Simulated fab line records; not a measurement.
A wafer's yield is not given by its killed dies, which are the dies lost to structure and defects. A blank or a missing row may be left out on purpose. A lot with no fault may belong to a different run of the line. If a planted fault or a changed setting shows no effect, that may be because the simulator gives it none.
Which of the tools did it? ; flow nandHarc ; at 1 step of a route of 1159, 24 lots with 72 wafers sampled

## WHAT THE GAUGES SHOWED, per wafer
NHARC_P_M2_CD_MEAS_16.
lot;measured;on;cdNm (nm)
L074;day 6 18:40;cdSem-01;170.2 169.8 170.4
L075;day 6 22:39;cdSem-01;171.1 170.1 171.0
L077;day 7 03:41;cdSem-02;170.5 169.8 169.5
L076;day 7 04:22;cdSem-01;169.2 171.0 169.1
L078;day 7 12:45;cdSem-03;169.6 170.9 170.7
L079;day 7 13:22;cdSem-03;169.8 170.3 169.0
L081;day 7 23:16;cdSem-02;170.2 169.5 169.4
L080;day 8 00:13;cdSem-02;170.2 169.3 169.2
L083;day 8 08:03;cdSem-02;170.5 170.7 170.3
L082;day 8 08:41;cdSem-02;170.0 169.5 169.5
L084;day 8 11:04;cdSem-01;169.3 170.1 169.6
L085;day 8 20:07;cdSem-02;169.4 169.3 168.8
L086;day 9 11:56;cdSem-01;170.3 170.5 170.1
L087;day 9 17:04;cdSem-01;169.6 170.1 169.1
L088;day 10 06:56;cdSem-02;169.5 170.0 169.0
L089;day 10 07:33;cdSem-02;169.7 168.4 168.7
L091;day 10 11:41;cdSem-02;170.4 170.6 170.5
L090;day 10 12:13;cdSem-01;170.3 169.4 170.0
L092;day 10 16:02;cdSem-02;169.4 170.7 170.5
L093;day 11 01:35;cdSem-03;170.1 169.3 170.4
L095;day 11 09:36;cdSem-01;170.2 170.6 170.1
L096;day 11 10:25;cdSem-03;169.4 170.0 169.4
L094;day 11 11:53;cdSem-01;169.9 170.5 170.1
L097;day 12 00:56;cdSem-02;169.7 169.8 170.7

## WHAT TOOL EACH LOT RAN ON (gives the tool, then ch and the chambers of the sampled wafers, and finally the start)
Record: no process step prior to these readings.

## WHAT THE TOOLS THEMSELVES READ (means of the sampled wafers that have a number; where no wafer has one, the mark that the record gives instead)
The record holds no such reading with a usual standard deviation.

## THE ANSWER, worked out from the rows above alone
Rule: the usual values come from the lots themselves. The widest of any qualifying gaps counts: lots, ordered by their means at a reading, are off when they make up no more than a third of the lots, leave a main group of 4 or more, and stand apart from it by 3 or more times the standard deviation of that group's means. A main group is skipped when, at the precision printed for the reading in the tables above, its means are all equal. Also off: a lot with no number at a reading for which 4 or more lots have one. All remaining lots with rows at the step are treated as sound. The gauges are gone through in route order, then the tools' own readings, and for those a lot's mean is taken as printed above. At the first step where some lot is off, the reading lying furthest off is the one used; lots without a number count as furthest.
No lot is off at any reading shown: from this, nothing can be told.

## WHAT THE SIMULATOR HAD INSERTED
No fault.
